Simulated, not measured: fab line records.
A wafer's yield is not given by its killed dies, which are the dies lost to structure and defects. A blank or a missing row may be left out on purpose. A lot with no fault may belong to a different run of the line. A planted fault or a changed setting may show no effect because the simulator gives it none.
Matching of chambers ; flow n5-finfet ; cvd-co-01 running N5_BEOL_M0_PRE_CLEAN_131: 3 sister chambers
The step time 15 s. 6 wafers are shown with their chamber, then 12 later ones without.

WAFERS WITH THEIR CHAMBER
wafer;chamber;heater-power-w (W)
L091.1;1;111
L091.2;0;70
L091.6;2;77
L093.3;0;71
L093.4;2;77
L093.6;1;112

WAFERS WITH NO CHAMBER GIVEN
wafer;heater-power-w (W)
L094.1;78
L094.4;72
L094.6;115
L095.1;71
L095.4;77
L095.5;72
L097.2;80
L097.3;71
L097.6;77
L096.3;72
L096.4;114
L096.6;80

WHICH CHAMBER EACH ONE RAN IN
wafer;from the rows above;in truth
L094.1;2;2
L094.4;0;0
L094.6;1;1
L095.1;0;0
L095.4;2;2
L095.5;0;0
L097.2;2;2
L097.3;0;0
L097.6;2;2
L096.3;0;0
L096.4;1;1
L096.6;2;2
12 of 12 placed correctly. From these rows, 0 cannot be placed. Placed wrongly: 0.
How it was worked out, from the rows above alone: a wafer's distance from a chamber is the root of the sum, over the readings, of the square of ((its reading less the chamber's mean) divided by the reading's scatter). The wafer belongs to the nearest chamber; if the next one is less than 2 further off, it can't be placed. The mean given for a chamber averages the wafers shown for that chamber. The scatter: the root of (the sum of the squares of (reading less its chamber's mean) over the shown wafers, divided by (wafers less chambers)).
